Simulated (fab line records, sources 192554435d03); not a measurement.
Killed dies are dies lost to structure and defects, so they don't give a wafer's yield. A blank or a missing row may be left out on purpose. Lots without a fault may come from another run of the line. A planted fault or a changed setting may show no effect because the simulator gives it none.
Which tool did it? | flow n5_finfet | 9 lots, 26 wafers sampled, at 5 steps of a route of 1938

WHAT THE GAUGES READ, wafer by wafer
N5_MOL_CONTACT_COAG_CD_MEAS_137: target cd 16 nm. Usual: cd_nm 15.9 nm, standard deviation 0.37.
lot  | measured     | on        | cd_nm (nm)     | flag
L200 | day 6 15:45  | cd_sem-02 | 15.8 15.7 16.0 |
L202 | day 6 22:29  | cd_sem-03 | 16.0 15.5 15.6 |
L201 | day 7 03:22  | cd_sem-03 | 16.2 16.0 15.7 |
L204 | day 7 10:42  | cd_sem-03 | 15.5 15.1 15.9 |
L207 | day 8 04:54  | cd_sem-01 | 15.7 15.3 16.1 |
L210 | day 9 00:49  | cd_sem-02 | 16.0 15.5      |
L214 | day 9 22:55  | cd_sem-01 | 16.1 15.7 16.0 |
L216 | day 10 09:13 | cd_sem-02 | 16.0 16.3 15.7 |
L218 | day 10 20:40 | cd_sem-03 | 16.1 15.2 15.3 |

N5_BEOL_M4_RC_MEAS_101. Usual: DIBL_N 35.8 mV/V, standard deviation 1.8; DIBL_P 35.9 mV/V, standard deviation 2.2; IOFF_N 0.16 nA/um, standard deviation 0.035; IOFF_P 0.21 nA/um, standard deviation 0.04; ION_N 672 uA/um, standard deviation 11; ION_P 461 uA/um, standard deviation 7.4; SS_N 71.4 mV/dec, standard deviation 0.64; SS_P 73.2 mV/dec, standard deviation 0.67; VT_N 250 mV, standard deviation 3.5; VT_P -251 mV, standard deviation 3.4.
lot  | measured     | on        | DIBL_N (mV/V)  | DIBL_P (mV/V)  | IOFF_N (nA/um) | IOFF_P (nA/um) | ION_N (uA/um) | ION_P (uA/um) | SS_N (mV/dec)  | SS_P (mV/dec)  | VT_N (mV)   | VT_P (mV)      | flag
L200 | day 9 08:31  | prober-01 | 35.9 35.0 36.8 | 37.2 35.8 37.1 | 0.16 0.14 0.17 | 0.21 0.20 0.21 | 671 669 675   | 464 459 464   | 72.0 71.6 71.9 | 73.4 72.8 73.3 | 250 252 250 | -250 -254 -249 |
L202 | day 9 17:13  | prober-01 | 36.0 39.2 38.9 | 35.7 39.2 39.0 | 0.15 0.21 0.20 | 0.20 0.27 0.25 | 665 683 676   | 462 468 470   | 71.5 72.0 72.2 | 72.8 74.2 73.1 | 254 251 248 | -250 -248 -250 |
L201 | day 10 00:50 | prober-01 | 38.6 36.7 35.0 | 40.7 37.9 36.7 | 0.21 0.17 0.13 | 0.24 0.19 0.17 | 691 683 665   | 467 459 451   | 72.3 72.1 71.1 | 73.7 72.5 72.8 | 247 249 254 | -250 -251 -255 |
L204 | day 10 02:31 | prober-01 | 37.6 34.9 38.6 | 38.2 34.9 38.6 | 0.20 0.14 0.20 | 0.24 0.19 0.25 | 682 667 682   | 460 458 465   | 72.5 71.6 72.4 | 74.0 72.9 73.3 | 248 252 247 | -248 -252 -247 |
L207 | day 11 11:02 | prober-02 | 39.1 34.3 34.8 | 39.8 33.5 35.5 | 0.23 0.12 0.14 | 0.27 0.17 0.20 | 690 665 667   | 472 457 463   | 72.2 70.7 70.3 | 73.6 73.1 72.8 | 244 254 252 | -248 -252 -248 |
L210 | day 12 13:41 | prober-02 | 39.5 34.0      | 40.4 33.2      | 0.25 0.13      | 0.34 0.20      | 702 667       | 486 462       | 72.1 70.4      | 73.8 72.5      | 242 252     | -243 -247      |
L214 | day 12 20:54 | prober-01 | 37.0 37.4 36.3 | 36.5 37.5 36.1 | 0.16 0.17 0.17 | 0.22 0.26 0.22 | 673 670 671   | 455 462 463   | 71.6 71.8 71.5 | 73.1 74.1 73.4 | 251 248 250 | -249 -245 -247 |
L216 | day 12 23:56 | prober-01 | 37.1 36.5 33.7 | 37.8 36.8 32.5 | 0.17 0.15 0.11 | 0.21 0.20 0.15 | 679 674 660   | 458 468 454   | 72.1 71.4 70.9 | 74.1 73.9 72.8 | 246 251 255 | -251 -255 -255 |
L218 | day 13 23:44 | prober-02 | 34.4 35.2 32.4 | 33.0 34.1 30.8 | 0.11 0.12 0.09 | 0.17 0.18 0.14 | 659 658 653   | 459 459 453   | 70.6 71.7 70.3 | 72.5 72.9 71.6 | 255 255 257 | -251 -253 -255 |

WHICH TOOL RAN EACH LOT (tool, then ch and the chambers of the sampled wafers, then the start)
lot  | N5_MOL_CONTACT_COAG_DESCUM_88      | N5_MOL_CONTACT_COAG_ETCHBACK_135   | N5_MOL_CONTACT_COAG_STRIP_96
L200 | rie_diel-05 ch 1,3, day 6 14:57    | rie_diel-05 ch 0,1,2, day 6 15:23  | rie_diel-05 ch 0,1,2, day 6 15:29
L202 | rie_diel-04 ch 0,3, day 6 21:41    | rie_diel-02 ch 0,1, day 6 22:07    | rie_diel-02 ch 0,1, day 6 22:13
L201 | rie_diel-04 ch 0,2, day 7 02:16    | rie_diel-05 ch 0,1,3, day 7 02:43  | rie_diel-05 ch 0,1,3, day 7 02:49
L204 | rie_diel-05 ch 2,3, day 7 09:49    | rie_diel-02 ch 0,3, day 7 10:20    | rie_diel-02 ch 0,3, day 7 10:26
L207 | rie_diel-04 ch 1,2,3, day 8 03:48  | rie_diel-05 ch 0,2,3, day 8 04:29  | rie_diel-05 ch 0,2,3, day 8 04:35
L210 | rie_diel-02 ch 0,1, day 8 23:10    | rie_diel-02 ch 2,3, day 9 00:28    | rie_diel-02 ch 2,3, day 9 00:34
L214 | rie_diel-04 ch 0,2,3, day 9 22:01  | rie_diel-02 ch 0,2,3, day 9 22:32  | rie_diel-02 ch 0,2,3, day 9 22:38
L216 | rie_diel-04 ch 0,1,3, day 10 08:21 | rie_diel-04 ch 0,1,3, day 10 08:50 | rie_diel-04 ch 0,1,3, day 10 08:56
L218 | rie_diel-05 ch 0,1,3, day 10 19:51 | rie_diel-05 ch 0,3, day 10 20:17   | rie_diel-05 ch 0,3, day 10 20:23
- N5_MOL_CONTACT_COAG_DESCUM_88: chemistry O2, time 7 s.
- N5_MOL_CONTACT_COAG_ETCHBACK_135: etches SiO2 in CHF3, target depth 25 nm, time 16.7 s.
- N5_MOL_CONTACT_COAG_STRIP_96: strips in N2/H2.

WHAT THE TOOLS THEMSELVES READ (means of the sampled wafers that have a number; where no wafer has one, the mark that the record gives instead)
N5_MOL_CONTACT_COAG_DESCUM_88. Usual: chamber_pressure_mTorr 20.000 mTorr, standard deviation 0.017; drypump_motor_current_A 5.6 A, standard deviation 0.41; oes_product_au 0.81 a.u., standard deviation 0.087; rf_vpp_V 243.4 V, standard deviation 1.3; showerhead_plenum_p_Torr 2.11 Torr, standard deviation 0.067; throttle_valve_pct 20.32 %, standard deviation 0.19.
lot  | tool        | chamber_pressure_mTorr (mTorr) | drypump_motor_current_A (A) | oes_product_au (a.u.) | rf_vpp_V (V) | showerhead_plenum_p_Torr (Torr) | throttle_valve_pct (%) | flag
L200 | rie_diel-05 | 19.994                         | 5.5                         | 0.69                  | 242.7        | 2.07                            | 20.62                  |
L202 | rie_diel-04 | 19.994                         | 5.6                         | 0.83                  | 243.5        | 2.14                            | 20.25                  |
L201 | rie_diel-04 | 19.995                         | 5.8                         | 0.77                  | 243.0        | 2.12                            | 20.37                  |
L204 | rie_diel-05 | 19.991                         | 5.8                         | 0.71                  | 244.7        | 2.13                            | 20.09                  |
L207 | rie_diel-04 | 19.997                         | 5.4                         | 0.86                  | 243.9        | 2.15                            | 20.25                  |
L210 | rie_diel-02 | 19.996                         | 5.4                         | 0.86                  | 242.9        | 2.10                            | 20.21                  |
L214 | rie_diel-04 | 20.005                         | 5.5                         | 0.79                  | 244.5        | 2.16                            | 20.38                  |
L216 | rie_diel-04 | 19.994                         | 5.4                         | 0.85                  | 243.8        | 2.12                            | 20.19                  |
L218 | rie_diel-05 | 19.998                         | 5.6                         | 0.82                  | 244.1        | 2.12                            | 20.38                  |

N5_MOL_CONTACT_COAG_ETCHBACK_135. Usual: chamber_pressure_mTorr 30.003 mTorr, standard deviation 0.027; drypump_motor_current_A 5.6 A, standard deviation 0.39; oes_f_703_au 0.80 a.u., standard deviation 0.088; oes_product_au 0.80 a.u., standard deviation 0.089; rf_vpp_V 523 V, standard deviation 9; run_length_s 40.1 s, standard deviation 0.38; showerhead_plenum_p_Torr 2.40 Torr, standard deviation 0.075; throttle_valve_pct 18.59 %, standard deviation 0.19.
lot  | tool        | chamber_pressure_mTorr (mTorr) | drypump_motor_current_A (A) | oes_f_703_au (a.u.) | oes_product_au (a.u.) | rf_vpp_V (V) | run_length_s (s) | showerhead_plenum_p_Torr (Torr) | throttle_valve_pct (%) | flag
L200 | rie_diel-05 | 30.030                         | 5.6                         | 0.76                | 0.76                  | 523          | 40.3             | 2.43                            | 18.58                  |
L202 | rie_diel-02 | 30.015                         | 5.4                         | 0.71                | 0.70                  | 532          | 39.8             | 2.43                            | 18.88                  |
L201 | rie_diel-05 | 30.006                         | 5.6                         | 0.75                | 0.76                  | 529          | 40.3             | 2.39                            | 18.63                  |
L204 | rie_diel-02 | 30.043                         | 5.4                         | 0.84                | 0.82                  | 518          | 40.0             | 2.38                            | 18.56                  |
L207 | rie_diel-05 | 30.012                         | 5.7                         | 0.75                | 0.77                  | 528          | 40.3             | 2.44                            | 18.48                  |
L210 | rie_diel-02 | 30.027                         | 6.0                         | 0.81                | 0.81                  | 516          | 39.3             | 2.31                            | 18.70                  |
L214 | rie_diel-02 | 30.005                         | 5.8                         | 0.79                | 0.80                  | 518          | 39.6             | 2.34                            | 18.63                  |
L216 | rie_diel-04 | 30.012                         | 5.4                         | 0.84                | 0.84                  | 522          | 39.8             | 2.41                            | 18.45                  |
L218 | rie_diel-05 | 30.007                         | 5.7                         | 0.73                | 0.73                  | 534          | 40.4             | 2.39                            | 18.57                  |

N5_MOL_CONTACT_COAG_STRIP_96. Usual: chamber_pressure_mTorr 50.01 mTorr, standard deviation 0.059; drypump_motor_current_A 5.7 A, standard deviation 0.39; n2_flow_sccm 299.9 sccm, standard deviation 0.89; oes_product_au 0.80 a.u., standard deviation 0.089; rf_vpp_V 122.0 V, standard deviation 1.3; showerhead_plenum_p_Torr 3.39 Torr, standard deviation 0.11; throttle_valve_pct 18.8 %, standard deviation 0.34.
lot  | tool        | chamber_pressure_mTorr (mTorr) | drypump_motor_current_A (A) | n2_flow_sccm (sccm) | oes_product_au (a.u.) | rf_vpp_V (V) | showerhead_plenum_p_Torr (Torr) | throttle_valve_pct (%) | flag
L200 | rie_diel-05 | 50.05                          | 5.6                         | 299.8               | 0.76                  | 121.8        | 3.46                            | 18.8                   |
L202 | rie_diel-02 | 49.99                          | 5.4                         | 300.0               | 0.71                  | 122.0        | 3.43                            | 19.0                   |
L201 | rie_diel-05 | 50.00                          | 5.6                         | 299.5               | 0.76                  | 122.6        | 3.40                            | 18.9                   |
L204 | rie_diel-02 | 50.05                          | 5.4                         | 299.1               | 0.83                  | 120.3        | 3.36                            | 18.7                   |
L207 | rie_diel-05 | 50.03                          | 5.7                         | 300.3               | 0.76                  | 122.5        | 3.45                            | 18.5                   |
L210 | rie_diel-02 | 49.98                          | 6.0                         | 299.4               | 0.82                  | 121.8        | 3.25                            | 18.9                   |
L214 | rie_diel-02 | 50.00                          | 5.8                         | 300.1               | 0.80                  | 120.5        | 3.29                            | 18.8                   |
L216 | rie_diel-04 | 50.02                          | 5.4                         | 299.6               | 0.84                  | 120.3        | 3.41                            | 18.8                   |
L218 | rie_diel-05 | 50.01                          | 5.7                         | 299.5               | 0.74                  | 122.0        | 3.38                            | 18.7                   |

THE ANSWER, worked out from the rows above alone
Rule: a lot is off if the mean of its wafers that have a number lies more than 3 standard deviations from the usual mean. A lot without any number at a reading at which 4 lots or more have one is off too. The other lots that the step has rows for count as sound. The gauges are gone through in route order, then the tools' own readings, and for those a lot's mean is taken as printed above. The first step at which some lot is off is used, and at that step the reading that is off furthest; a lot without a number counts as furthest.
No lot is off at any reading shown: from this, nothing can be told.

WHAT THE SIMULATOR HAD PUT IN
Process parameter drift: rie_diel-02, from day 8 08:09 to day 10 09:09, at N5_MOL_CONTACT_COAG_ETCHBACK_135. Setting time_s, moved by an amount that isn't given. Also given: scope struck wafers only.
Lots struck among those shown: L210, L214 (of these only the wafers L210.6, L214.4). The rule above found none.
